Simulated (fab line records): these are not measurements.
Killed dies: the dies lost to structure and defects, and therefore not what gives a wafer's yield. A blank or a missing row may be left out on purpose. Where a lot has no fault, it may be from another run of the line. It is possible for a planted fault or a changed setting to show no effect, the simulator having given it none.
fab line records	flow nand-harc
record: lots: 24	wafers: 72	last-day: 34
route steps=1302 shown A_CONTACT@1008
lots untouched by any fault: they come from a run of this same line in which no faults occurred
start-h: start of the lot's first displayed wafer, in hours after the record's first day	wait-h: time in hours since the lot's previous step	" unchanged from the row above	L1.1+2: a single row standing in for several wafers	- either no value or no given start	* or withheld: withheld	< > ~ a bound
route shown NAME@n: a module of which the file shows steps, and the number in the route of the first	usual: mean and standard deviation over wafers with no fault	same: alike in all rows	chamber/n: place in a boat	sites: per-site readings	_std_site: how widely they spread, as a standard deviation	_edge_site: the outer-site mean with the inner-site mean subtracted	radius-mm: how far each site lies from the wafer's centre	mask NAME#n: copy n	behind: the most recent tool/chamber to have shaped the wafer	hold: cause of the lot's hold/its duration in hours/its outcome	device: the transistor (n, p or np) that didn't switch	end of line: tests run on the same wafers once the route is complete	step lacking rows: just its recipe	killed: at the first sort, the dies lost to defects and structure; wafer yield is something else	map: dies across one wafer; x = killed, . = not, _ = none there
set.NAME: setting as actually run; set.NAME@STEP: the setting as run at that earlier step	model.NAME: the simulator's own value behind a step, which no gauge read
one table for each step of the route and one row for each wafer, over a sample of lots
services: the hour from which a tool's chamber was out of use, counted from the record's first day as start-h (under 0 if before that day), plus the number of hours and why
== steps ==
step: NHARC_A_CONTACT_ETCH_114
recipe: source-w: withheld	pressure-mtorr: 20	bias-v: 3000	time-s: 190	target-depth-a: 18500	ar-flow-sccm: withheld	c4f8-flow-sccm: withheld	o2-flow-sccm: withheld	chemistry: C4F8/O2/Ar
lot.wafer	tool	chamber	start-h	wait-h	rf-hours-counter-h
L074.1	har-cap-etch-02	0	502.78	0.1	82
L074.3	"	1	"	"	-
L074.5	"	1	"	"	-
L075.1	har-cap-etch-03	0	504.09	0.2	48
L075.3	"	0	"	"	-
L075.4	"	1	"	"	-
L076.1	har-cap-etch-02	0	513.63	0.1	84
L076.4	"	0	"	"	-
L076.6	"	0	"	"	-
L078.3	har-cap-etch-02	0	522.98	0.1	-
L078.4	"	1	"	"	-
L078.6	"	0	"	"	-
L077.3	har-cap-etch-01	0	531.31	0.1	-
L077.5	"	0	"	"	-
L077.6	"	1	"	"	-
L079.1	har-cap-etch-02	1	531.34	0.2	89
L079.4	"	0	"	"	-
L079.5	"	1	"	"	-
L080.2	har-cap-etch-03	0	553.26	0.1	58
L080.4	"	1	"	"	-
L080.6	"	0	"	"	-
L081.4	har-cap-etch-01	1	560.62	0.1	-
L081.3	"	0	"	"	-
L081.5	"	0	"	"	-
L082.3	har-cap-etch-03	1	570.70	0.1	-
L082.5	"	0	"	"	-
L082.6	"	1	"	"	-
L083.1	har-cap-etch-03	1	575.84	0.1	63
L083.2	"	0	"	"	63
L083.3	"	0	"	"	-
L084.2	har-cap-etch-03	0	585.18	0.1	65
L084.3	"	1	"	"	-
L084.6	"	0	"	"	-
L085.4	har-cap-etch-01	0	602.78	0.2	-
L085.5	"	0	"	"	-
L085.6	"	1	"	"	-
L086.2	har-cap-etch-02	1	608.70	0.1	102
L086.5	"	0	"	"	-
L086.6	"	1	"	"	-
L087.2	har-cap-etch-03	0	629.20	0.1	72
L087.3	"	1	"	"	-
L087.6	"	1	"	"	-
L088.3	har-cap-etch-02	0	636.99	0.2	-
L088.4	"	1	"	"	-
L088.6	"	1	"	"	-
L089.4	har-cap-etch-01	1	645.51	0.1	-
L089.3	"	0	"	"	-
L089.5	"	1	"	"	-
L090.2	har-cap-etch-03	1	661.22	0.1	77
L090.3	"	0	"	"	-
L090.6	"	0	"	"	-
L091.1	har-cap-etch-01	0	661.42	0.1	26
L091.4	"	0	"	"	-
L091.6	"	0	"	"	-
L093.2	har-cap-etch-03	1	672.00	0.1	80
L093.4	"	0	"	"	-
L093.3	"	1	"	"	-
L092.3	har-cap-etch-01	1	672.42	0.1	-
L092.4	"	0	"	"	-
L092.5	"	1	"	"	-
L094.4	har-cap-etch-01	0	682.37	0.1	-
L094.6	"	0	"	"	-
L094.5	"	1	"	"	-
L096.1	har-cap-etch-03	1	706.30	0.1	87
L096.4	"	0	"	"	-
L096.5	"	1	"	"	-
L095.2	har-cap-etch-02	1	707.23	0.1	119
L095.4	"	0	"	"	-
L095.5	"	0	"	"	-
L097.1	har-cap-etch-03	1	731.63	0.1	91
L097.3	"	0	"	"	-
L097.5	"	0	"	"	-
step: NHARC_A_CONTACT_ETCH_96
recipe: target-depth-a: 200	over-etch-frac: 0.5	time-s: 10	ion-energy-ev: 250	c4f6-flow-sccm: 25	o2-flow-sccm: 20	ar-flow-sccm: 500	rf-w: 600	bias-w: 500	chemistry: C4F6/O2
usual: bias-w: 500.0/1.6	drypump-motor-current-A: 5.8/0.43	oes-product-au: 0.964/0.025	rf-vpp-V: 547/3.6	showerhead-plenum-p-Torr: 3.92/0.17	throttle-valve-pct: 26.903/0.009
lot.wafer	tool	chamber	start-h	wait-h	bias-w	drypump-motor-current-A	oes-product-au	rf-hours-counter-h	rf-vpp-V	showerhead-plenum-p-Torr	throttle-valve-pct
L074.3	rie-diel-08	2	-	-	498.4	5.3	1.000	24	546	3.91	26.892
L074.1	"	1	"	"	496.8	5.9	0.976	25	545	3.84	26.909
L074.5	"	2	"	"	499.2	5.3	0.993	-	547	3.91	26.913
L075.3	rie-diel-04	1	-	-	501.9	6.0	0.948	51	553	4.19	26.892
L075.1	"	2	"	"	502.3	6.3	0.953	53	553	4.19	26.912
L075.4	"	0	"	"	500.1	5.3	0.949	44	544	3.83	26.895
L076.1	rie-diel-08	2	-	-	501.5	5.3	0.949	26	546	3.91	26.910
L076.4	"	3	"	"	504.5	5.8	0.949	23	541	3.71	26.898
L076.6	"	1	"	"	498.1	6.0	0.928	-	546	3.84	26.901
L078.3	rie-diel-08	2	-	-	501.4	5.3	0.942	28	547	3.91	26.912
L078.4	"	0	"	"	498.2	6.4	0.943	24	552	4.21	26.916
L078.6	"	3	"	"	503.1	5.8	0.945	-	543	3.70	26.896
L077.3	rie-diel-04	0	-	-	498.3	5.4	0.952	52	545	3.83	26.907
L077.6	"	0	"	"	498.8	5.3	0.953	-	544	3.83	26.889
L077.5	"	1	"	"	500.8	6.0	0.942	-	551	4.19	26.914
L079.4	rie-diel-08	2	-	-	497.9	5.3	0.952	30	547	3.91	26.899
L079.1	"	1	"	"	501.0	5.9	0.951	33	545	3.84	26.906
L079.5	"	3	"	"	500.2	5.8	0.936	-	542	3.70	26.917
L080.2	rie-diel-04	3	-	-	497.9	6.0	0.995	3	551	4.11	26.912
L080.4	"	2	"	"	500.8	6.3	0.983	3	551	4.19	26.904
L080.6	"	3	"	"	500.0	6.1	0.989	-	550	4.11	26.906
L081.4	rie-diel-02	3	-	-	501.2	5.6	0.951	53	549	4.01	26.909
L081.3	"	2	"	"	499.2	5.5	0.953	51	547	3.91	26.908
L081.5	"	0	"	"	503.1	6.7	0.931	-	548	4.01	26.900
L082.3	rie-diel-02	1	-	-	500.9	5.1	0.951	54	545	3.89	26.888
L082.5	"	1	"	"	500.5	5.1	0.954	-	546	3.89	26.894
L082.6	"	2	"	"	500.7	5.5	0.950	-	547	3.91	26.908
L083.3	rie-diel-08	2	-	-	502.5	5.3	0.941	4	547	3.90	26.889
L083.1	"	3	"	"	500.0	5.8	0.932	3	543	3.70	26.908
L083.2	"	1	"	"	497.7	6.0	0.940	4	546	3.84	26.916
L084.3	rie-diel-08	1	-	-	497.6	5.9	0.996	5	544	3.84	26.898
L084.2	"	2	"	"	497.9	5.3	0.996	5	546	3.90	26.897
L084.6	"	3	"	"	498.3	5.8	1.010	-	542	3.70	26.893
L085.4	rie-diel-08	1	-	-	498.2	5.9	0.967	7	545	3.83	26.900
L085.6	"	0	"	"	499.6	6.4	0.974	-	552	4.21	26.903
L085.5	"	1	"	"	498.4	6.0	0.977	-	546	3.84	26.887
L086.2	rie-diel-08	3	-	-	501.8	5.8	0.950	8	542	3.70	26.911
L086.5	"	3	"	"	501.2	5.8	0.951	-	542	3.70	26.909
L086.6	"	0	"	"	499.7	6.4	0.962	-	552	4.20	26.914
L087.3	rie-diel-08	0	-	-	499.7	6.4	0.954	11	552	4.20	26.921
L087.2	"	3	"	"	498.3	5.8	0.950	11	544	3.69	26.907
L087.6	"	1	"	"	496.9	5.9	0.936	-	546	3.83	26.900
L088.3	rie-diel-08	0	-	-	500.3	6.4	0.974	12	552	4.20	26.888
L088.4	"	1	"	"	500.0	5.9	0.955	13	545	3.83	26.911
L088.6	"	1	"	"	498.7	5.9	0.953	-	546	3.83	26.890
L089.3	rie-diel-08	3	648.14	0.1	501.1	5.8	0.978	14	541	3.69	26.903
L089.4	"	3	"	"	502.1	5.8	0.971	-	542	3.69	26.902
L089.5	"	1	"	"	499.7	5.9	0.966	-	545	3.83	26.889
L090.2	rie-diel-08	3	663.89	0.1	501.2	5.8	0.996	17	543	3.69	26.904
L090.3	"	2	"	"	497.9	5.3	0.979	18	548	3.90	26.906
L090.6	"	1	"	"	503.3	5.9	0.999	-	544	3.83	26.908
L091.1	rie-diel-02	1	-	-	501.0	5.1	0.987	29	546	3.87	26.904
L091.4	"	2	"	"	499.0	5.6	1.007	28	547	3.89	26.895
L091.6	"	3	"	"	497.9	5.6	0.997	-	548	3.99	26.909
L093.2	rie-diel-08	2	674.71	0.2	499.9	5.3	0.991	20	545	3.90	26.900
L093.3	"	3	"	"	498.7	5.8	1.004	-	540	3.69	26.908
L093.4	"	2	"	"	499.2	5.3	0.984	-	547	3.89	26.900
L092.3	rie-diel-08	2	675.09	0.1	499.6	5.3	0.950	-	546	3.89	26.907
L092.4	"	3	"	"	499.9	5.8	0.965	-	541	3.69	26.906
L092.5	"	2	"	"	500.3	5.3	0.953	-	547	3.89	26.891
L094.4	rie-diel-04	0	-	-	501.9	5.3	0.982	46	544	3.80	26.902
L094.6	"	3	"	"	500.7	6.1	0.970	-	549	4.09	26.909
L094.5	"	0	"	"	498.4	5.3	0.978	-	543	3.80	26.907
L096.1	rie-diel-08	0	-	-	500.5	6.4	0.963	17	552	4.20	26.908
L096.4	"	1	"	"	503.1	5.9	0.952	23	544	3.83	26.907
L096.5	"	2	"	"	499.8	5.3	0.926	-	548	3.89	26.911
L095.4	rie-diel-02	0	-	-	499.6	6.7	0.938	40	547	3.98	26.904
L095.2	"	1	"	"	500.9	5.1	0.933	41	546	3.87	26.899
L095.5	"	0	"	"	500.8	6.7	0.947	-	549	3.98	26.896
L097.3	rie-diel-08	1	-	-	501.1	5.9	1.007	0	545	3.82	26.913
L097.1	"	2	"	"	500.9	5.3	0.991	0	546	3.89	26.906
L097.5	"	0	"	"	499.5	6.4	1.000	-	553	4.20	26.910
step: NHARC_A_CONTACT_ETCH_75
recipe: target-depth-a: 390	over-etch-frac: 0.3	time-s: 65	ion-energy-ev: 80	cf4-flow-sccm: 150	ar-flow-sccm: 0	rf-w: 300	bias-w: 100	chemistry: CF4
usual: bias-w: 99.98/0.3	drypump-motor-current-A: 5.8/0.44	oes-product-au: 0.999/0.0096	rf-vpp-V: 151.3/1.2	showerhead-plenum-p-Torr: 1.78/0.08	throttle-valve-pct: 13.283/0.0091
lot.wafer	tool	chamber	start-h	wait-h	bias-w	drypump-motor-current-A	oes-product-au	rf-hours-counter-h	rf-vpp-V	showerhead-plenum-p-Torr	throttle-valve-pct
L074.1	rie-diel-02	1	512.71	0.1	100.15	5.1	0.993	33	151.1	1.76	13.296
L074.3	"	2	"	"	100.07	5.6	1.008	34	151.3	1.77	13.290
L074.5	"	1	"	"	100.23	5.1	1.005	-	149.8	1.76	13.289
L075.4	rie-diel-08	0	514.17	0.1	100.35	6.4	1.005	21	153.7	1.90	13.282
L075.3	"	1	"	"	99.70	5.9	1.016	27	150.2	1.73	13.269
L075.1	"	2	"	"	99.71	5.3	1.002	25	148.6	1.76	13.267
L076.4	rie-diel-08	2	522.64	0.1	100.15	5.3	1.007	27	152.2	1.76	13.290
L076.1	"	3	"	"	100.12	5.8	1.007	24	150.0	1.67	13.269
L076.6	"	2	"	"	100.16	5.2	1.005	-	150.8	1.76	13.288
L078.3	rie-diel-08	0	532.53	0.1	100.05	6.4	1.013	25	154.0	1.90	13.287
L078.4	"	2	"	"	99.60	5.3	1.011	29	150.2	1.76	13.281
L078.6	"	0	"	"	99.73	6.4	1.010	-	153.2	1.90	13.294
L077.3	rie-diel-08	0	540.23	0.1	100.06	6.4	1.007	26	151.9	1.90	13.281
L077.6	"	1	"	"	99.43	5.9	0.994	-	151.0	1.73	13.293
L077.5	"	2	"	"	100.03	5.3	0.993	-	152.2	1.76	13.278
L079.4	rie-diel-02	2	541.11	0.1	100.38	5.5	0.998	44	152.1	1.77	13.269
L079.1	"	3	"	"	100.38	5.6	1.016	44	151.0	1.81	13.283
L079.5	"	2	"	"	100.10	5.5	0.988	-	151.3	1.77	13.271
L080.2	rie-diel-08	1	565.25	0.1	99.51	5.9	0.993	0	151.4	1.73	13.280
L080.4	"	2	"	"	100.16	5.3	0.995	0	151.3	1.76	13.294
L080.6	"	3	"	"	100.08	5.8	0.993	-	150.2	1.67	13.283
L081.3	rie-diel-08	1	572.75	0.1	100.49	5.9	0.994	1	150.9	1.73	13.275
L081.4	"	2	"	"	100.57	5.3	0.999	2	149.1	1.76	13.293
L081.5	"	0	"	"	99.75	6.4	1.013	-	152.9	1.90	13.271
L082.3	rie-diel-04	2	579.02	0.4	100.28	6.3	0.993	10	152.6	1.89	13.263
L082.5	"	1	"	"	100.03	6.0	0.996	-	152.4	1.89	13.266
L082.6	"	2	"	"	100.13	6.3	0.983	-	152.0	1.89	13.288
L083.1	rie-diel-04	0	586.17	0.1	100.16	5.3	1.015	13	152.2	1.72	13.283
L083.2	"	1	"	"	100.26	6.0	0.996	12	152.5	1.89	13.284
L083.3	"	2	"	"	100.08	6.3	0.993	12	151.6	1.89	13.290
L084.2	rie-diel-08	0	592.95	0.1	100.06	6.4	1.007	5	153.0	1.90	13.280
L084.3	"	2	"	"	100.03	5.3	0.981	6	151.1	1.76	13.287
L084.6	"	1	"	"	99.33	5.9	0.994	-	151.2	1.73	13.289
L085.4	rie-diel-08	3	611.29	0.1	99.57	5.8	0.995	8	150.7	1.66	13.289
L085.6	"	3	"	"	100.04	5.8	0.988	-	149.7	1.66	13.282
L085.5	"	0	"	"	100.30	6.4	0.996	-	153.0	1.90	13.278
L086.2	rie-diel-04	2	621.05	0.1	100.07	6.3	0.989	25	153.4	1.88	13.285
L086.5	"	0	"	"	99.71	5.3	1.013	-	150.4	1.72	13.271
L086.6	"	1	"	"	99.93	6.0	0.994	-	152.4	1.88	13.295
L087.2	rie-diel-02	0	637.05	0.1	100.12	6.7	1.001	18	150.8	1.80	13.288
L087.3	"	3	"	"	99.67	5.6	1.013	18	151.6	1.80	13.289
L087.6	"	1	"	"	100.35	5.0	0.988	-	151.6	1.75	13.292
L088.4	rie-diel-08	2	645.40	0.1	99.49	5.3	0.988	13	150.4	1.76	13.282
L088.3	"	1	"	"	99.83	5.9	0.986	14	148.8	1.73	13.270
L088.6	"	3	"	"	100.24	5.8	0.998	-	150.1	1.66	13.285
L089.3	rie-diel-08	3	654.31	0.1	100.13	5.8	1.003	14	150.3	1.66	13.281
L089.4	"	2	"	"	99.31	5.3	0.988	-	150.9	1.76	13.281
L089.5	"	3	"	"	99.76	5.8	1.008	-	151.4	1.66	13.273
L090.3	rie-diel-04	0	670.56	0.1	99.87	5.3	1.008	40	150.1	1.71	13.283
L090.2	"	1	"	"	100.11	6.0	0.992	43	153.4	1.88	13.293
L090.6	"	3	"	"	99.88	6.1	0.995	-	152.2	1.84	13.268
L091.4	rie-diel-02	2	671.81	0.1	99.88	5.5	1.007	33	153.4	1.75	13.283
L091.1	"	0	"	"	100.20	6.7	0.998	30	150.6	1.80	13.276
L091.6	"	3	"	"	99.83	5.6	0.996	-	151.6	1.80	13.302
L093.2	rie-diel-08	3	682.12	0.1	100.24	5.8	0.998	22	149.0	1.66	13.274
L093.3	"	2	"	"	99.58	5.3	0.990	-	151.8	1.75	13.296
L093.4	"	3	"	"	100.12	5.8	1.015	-	151.8	1.66	13.282
L092.3	rie-diel-04	2	682.23	0.1	100.35	6.3	1.000	47	152.0	1.88	13.281
L092.4	"	3	"	"	100.12	6.1	0.991	41	152.2	1.84	13.286
L092.5	"	0	"	"	100.19	5.3	1.007	-	151.2	1.71	13.273
L094.4	rie-diel-02	3	691.66	0.2	100.11	5.6	0.991	37	150.9	1.80	13.279
L094.6	"	3	"	"	99.93	5.5	1.004	-	151.7	1.80	13.276
L094.5	"	0	"	"	99.89	6.7	0.994	-	152.3	1.80	13.291
L096.1	rie-diel-08	2	714.23	0.1	100.34	5.3	0.986	28	150.2	1.75	13.296
L096.4	"	3	"	"	100.00	5.8	1.016	27	149.1	1.66	13.288
L096.5	"	1	"	"	100.25	5.9	1.006	-	150.7	1.72	13.289
L095.2	rie-diel-08	0	716.61	0.1	100.06	6.4	1.008	18	151.0	1.90	13.270
L095.4	"	3	"	"	99.69	5.8	0.996	28	149.3	1.66	13.289
L095.5	"	0	"	"	100.15	6.4	1.005	-	153.2	1.90	13.293
L097.3	rie-diel-08	2	741.34	0.1	99.98	5.3	0.993	0	148.9	1.75	13.279
L097.1	"	0	"	"	99.98	6.4	1.014	0	152.6	1.89	13.284
L097.5	"	2	"	"	99.95	5.3	0.993	-	150.1	1.75	13.291
step: NHARC_A_CONTACT_ETCH_127
recipe: source-w: withheld	pressure-mtorr: 20	bias-v: 3000	time-s: 197	target-depth-a: 19180	ar-flow-sccm: withheld	c4f8-flow-sccm: withheld	o2-flow-sccm: withheld	chemistry: C4F8/O2/Ar
lot.wafer	tool	chamber	start-h	wait-h	rf-hours-counter-h
L074.1	har-cap-etch-03	1	514.74	0.1	50
L074.3	"	1	"	"	-
L074.5	"	1	"	"	-
L075.1	har-cap-etch-01	0	516.20	0.1	0
L075.3	"	1	"	"	-
L075.4	"	0	"	"	-
L076.1	har-cap-etch-01	0	524.68	0.1	2
L076.4	"	0	"	"	-
L076.6	"	0	"	"	-
L078.4	har-cap-etch-03	0	534.60	0.1	-
L078.3	"	1	"	"	-
L078.6	"	1	"	"	-
L077.3	har-cap-etch-02	1	542.49	0.2	-
L077.5	"	1	"	"	-
L077.6	"	0	"	"	-
L079.1	har-cap-etch-03	0	543.26	0.1	56
L079.4	"	1	"	"	-
L079.5	"	1	"	"	-
L080.2	har-cap-etch-02	1	567.28	0.1	94
L080.4	"	0	"	"	-
L080.6	"	1	"	"	-
L081.4	har-cap-etch-01	0	574.97	0.1	-
L081.3	"	1	"	"	-
L081.5	"	1	"	"	-
L082.3	har-cap-etch-02	1	581.26	0.1	-
L082.5	"	0	"	"	-
L082.6	"	1	"	"	-
L083.2	har-cap-etch-02	0	588.17	0.1	99
L083.1	"	1	"	"	99
L083.3	"	1	"	"	-
L084.2	har-cap-etch-03	0	594.99	0.1	67
L084.3	"	0	"	"	-
L084.6	"	0	"	"	-
L085.4	har-cap-etch-03	1	613.35	0.1	-
L085.5	"	1	"	"	-
L085.6	"	0	"	"	-
L086.2	har-cap-etch-01	0	623.42	0.1	19
L086.6	"	1	"	"	-
L086.5	"	0	"	"	-
L087.2	har-cap-etch-03	0	639.06	0.1	74
L087.3	"	1	"	"	-
L087.6	"	1	"	"	-
L088.3	har-cap-etch-02	1	647.67	0.2	-
L088.4	"	0	"	"	-
L088.6	"	0	"	"	-
L089.3	har-cap-etch-02	1	656.65	0.1	-
L089.4	"	0	"	"	-
L089.5	"	1	"	"	-
L090.2	har-cap-etch-02	0	672.81	0.2	113
L090.3	"	0	"	"	-
L090.6	"	0	"	"	-
L091.1	har-cap-etch-03	0	674.58	0.1	82
L091.4	"	1	"	"	-
L091.6	"	1	"	"	-
L092.4	har-cap-etch-02	0	684.29	0.1	-
L092.3	"	1	"	"	-
L092.5	"	1	"	"	-
L093.2	har-cap-etch-03	1	684.65	0.2	84
L093.3	"	0	"	"	-
L093.4	"	1	"	"	-
L094.4	har-cap-etch-03	1	693.74	0.1	-
L094.5	"	1	"	"	-
L094.6	"	0	"	"	-
L096.1	har-cap-etch-01	1	716.25	0.1	37
L096.4	"	1	"	"	-
L096.5	"	1	"	"	-
L095.2	har-cap-etch-03	1	718.62	0.1	90
L095.4	"	0	"	"	-
L095.5	"	1	"	"	-
L097.1	har-cap-etch-01	0	743.36	0.1	40
L097.3	"	0	"	"	-
L097.5	"	0	"	"	-
step: NHARC_A_CONTACT_ETCH_128
recipe: source-w: withheld	pressure-mtorr: 20	bias-v: 3000	time-s: 197	target-depth-a: 19180	ar-flow-sccm: withheld	c4f8-flow-sccm: withheld	o2-flow-sccm: withheld	chemistry: C4F8/O2/Ar
lot.wafer	tool	chamber	start-h	wait-h	rf-hours-counter-h
L074.1	har-cap-etch-03	1	514.92	0.1	50
L074.3	"	1	"	"	-
L074.5	"	1	"	"	-
L075.1	har-cap-etch-01	0	516.37	0.1	1
L075.3	"	1	"	"	-
L075.4	"	0	"	"	-
L076.1	har-cap-etch-01	0	524.85	0.1	2
L076.4	"	0	"	"	-
L076.6	"	0	"	"	-
L078.4	har-cap-etch-03	0	534.77	0.1	-
L078.3	"	1	"	"	-
L078.6	"	1	"	"	-
L077.3	har-cap-etch-02	1	542.72	0.2	-
L077.5	"	1	"	"	-
L077.6	"	0	"	"	-
L079.1	har-cap-etch-03	0	543.44	0.1	56
L079.4	"	1	"	"	-
L079.5	"	1	"	"	-
L080.2	har-cap-etch-02	1	567.45	0.1	94
L080.4	"	0	"	"	-
L080.6	"	1	"	"	-
L081.4	har-cap-etch-01	0	575.15	0.1	-
L081.3	"	1	"	"	-
L081.5	"	1	"	"	-
L082.3	har-cap-etch-02	1	581.44	0.1	-
L082.5	"	0	"	"	-
L082.6	"	1	"	"	-
L083.2	har-cap-etch-02	0	588.35	0.2	99
L083.1	"	1	"	"	99
L083.3	"	1	"	"	-
L084.2	har-cap-etch-03	0	595.16	0.1	67
L084.3	"	0	"	"	-
L084.6	"	0	"	"	-
L085.4	har-cap-etch-03	1	613.53	0.1	-
L085.5	"	1	"	"	-
L085.6	"	0	"	"	-
L086.2	har-cap-etch-01	0	623.60	0.1	20
L086.6	"	1	"	"	-
L086.5	"	0	"	"	-
L087.2	har-cap-etch-03	0	639.24	0.1	74
L087.3	"	1	"	"	-
L087.6	"	1	"	"	-
L088.3	har-cap-etch-02	1	647.90	0.2	-
L088.4	"	0	"	"	-
L088.6	"	0	"	"	-
L089.3	har-cap-etch-02	1	656.83	0.1	-
L089.4	"	0	"	"	-
L089.5	"	1	"	"	-
L090.2	har-cap-etch-02	0	673.05	0.2	113
L090.3	"	0	"	"	-
L090.6	"	0	"	"	-
L091.1	har-cap-etch-03	0	674.76	0.1	82
L091.4	"	1	"	"	-
L091.6	"	1	"	"	-
L092.4	har-cap-etch-02	0	684.46	0.1	-
L092.3	"	1	"	"	-
L092.5	"	1	"	"	-
L093.2	har-cap-etch-03	1	684.88	0.2	84
L093.3	"	0	"	"	-
L093.4	"	1	"	"	-
L094.4	har-cap-etch-03	1	693.91	0.1	-
L094.5	"	1	"	"	-
L094.6	"	0	"	"	-
L096.1	har-cap-etch-01	1	716.42	0.1	37
L096.4	"	1	"	"	-
L096.5	"	1	"	"	-
L095.2	har-cap-etch-03	1	718.80	0.1	90
L095.4	"	0	"	"	-
L095.5	"	1	"	"	-
L097.1	har-cap-etch-01	0	743.54	0.1	40
L097.3	"	0	"	"	-
L097.5	"	0	"	"	-
step: NHARC_A_CONTACT_ETCH_133
recipe: source-w: withheld	pressure-mtorr: 20	bias-v: 400	time-s: 374	target-depth-a: 16100	ar-flow-sccm: withheld	c4f8-flow-sccm: 11.5	o2-flow-sccm: 7.2	chemistry: C4F8/O2/Ar
lot.wafer	tool	chamber	start-h	wait-h	rf-hours-counter-h
L074.1	har-cap-etch-03	1	515.80	0.1	51
L074.3	"	1	"	"	-
L074.5	"	1	"	"	-
L075.1	har-cap-etch-01	0	517.29	0.2	1
L075.3	"	1	"	"	-
L075.4	"	0	"	"	-
L076.1	har-cap-etch-01	0	525.78	0.2	3
L076.4	"	0	"	"	-
L076.6	"	0	"	"	-
L078.4	har-cap-etch-03	0	535.74	0.2	-
L078.3	"	1	"	"	-
L078.6	"	1	"	"	-
L077.3	har-cap-etch-02	1	544.01	0.3	-
L077.5	"	1	"	"	-
L077.6	"	0	"	"	-
L079.1	har-cap-etch-03	0	544.36	0.2	57
L079.4	"	1	"	"	-
L079.5	"	1	"	"	-
L080.2	har-cap-etch-02	1	568.37	0.2	95
L080.4	"	0	"	"	-
L080.6	"	1	"	"	-
L081.4	har-cap-etch-01	0	576.12	0.2	-
L081.3	"	1	"	"	-
L081.5	"	1	"	"	-
L082.3	har-cap-etch-02	1	582.44	0.3	-
L082.5	"	0	"	"	-
L082.6	"	1	"	"	-
L083.2	har-cap-etch-02	0	589.30	0.2	100
L083.1	"	1	"	"	100
L083.3	"	1	"	"	-
L084.2	har-cap-etch-03	0	596.09	0.2	68
L084.3	"	0	"	"	-
L084.6	"	0	"	"	-
L085.4	har-cap-etch-03	1	614.49	0.2	-
L085.5	"	1	"	"	-
L085.6	"	0	"	"	-
L086.2	har-cap-etch-01	0	624.53	0.2	20
L086.6	"	1	"	"	-
L086.5	"	0	"	"	-
L087.2	har-cap-etch-03	0	640.12	0.1	75
L087.3	"	1	"	"	-
L087.6	"	1	"	"	-
L088.3	har-cap-etch-02	1	649.18	0.3	-
L088.4	"	0	"	"	-
L088.6	"	0	"	"	-
L089.3	har-cap-etch-02	1	657.80	0.2	-
L089.4	"	0	"	"	-
L089.5	"	1	"	"	-
L090.2	har-cap-etch-02	0	674.28	0.2	114
L090.3	"	0	"	"	-
L090.6	"	0	"	"	-
L091.1	har-cap-etch-03	0	675.64	0.1	83
L091.4	"	1	"	"	-
L091.6	"	1	"	"	-
L092.4	har-cap-etch-02	0	685.42	0.2	-
L092.3	"	1	"	"	-
L092.5	"	1	"	"	-
L093.2	har-cap-etch-03	1	686.11	0.3	85
L093.3	"	0	"	"	-
L093.4	"	1	"	"	-
L094.4	har-cap-etch-03	1	694.87	0.2	-
L094.5	"	1	"	"	-
L094.6	"	0	"	"	-
L096.1	har-cap-etch-01	1	717.34	0.2	38
L096.4	"	1	"	"	-
L096.5	"	1	"	"	-
L095.2	har-cap-etch-03	1	719.69	0.1	91
L095.4	"	0	"	"	-
L095.5	"	1	"	"	-
L097.1	har-cap-etch-01	0	744.41	0.1	41
L097.3	"	0	"	"	-
L097.5	"	0	"	"	-
== services ==
tool	chamber	start-h	hours	kind
rie-diel-08	-	498.20	0.6	repair
har-cap-etch-01	-	498.26	17.0	pm
rie-diel-08	0	500.11	-	clean
rie-diel-08	1	500.11	-	clean
rie-diel-08	2	500.11	-	clean
rie-diel-08	3	500.11	-	clean
rie-diel-08	0	524.61	-	clean
rie-diel-08	1	524.61	-	clean
rie-diel-08	2	524.61	-	clean
har-cap-etch-02	-	535.22	0.4	repair
rie-diel-04	-	536.33	9.0	pm
rie-diel-08	-	545.53	9.0	pm
rie-diel-02	-	574.52	9.0	pm
rie-diel-08	0	646.93	37.9	repair
rie-diel-08	1	666.00	16.1	repair
rie-diel-04	3	673.68	6.7	repair
rie-diel-08	-	709.20	1.4	repair
rie-diel-04	-	711.55	0.3	repair
rie-diel-04	-	713.38	9.0	pm
rie-diel-02	0	716.50	3.6	repair
rie-diel-02	3	717.51	2.5	repair
rie-diel-08	-	722.84	9.0	pm
rie-diel-04	0	743.17	2.8	repair
rie-diel-08	-	744.56	0.5	repair
== key ==
fault none
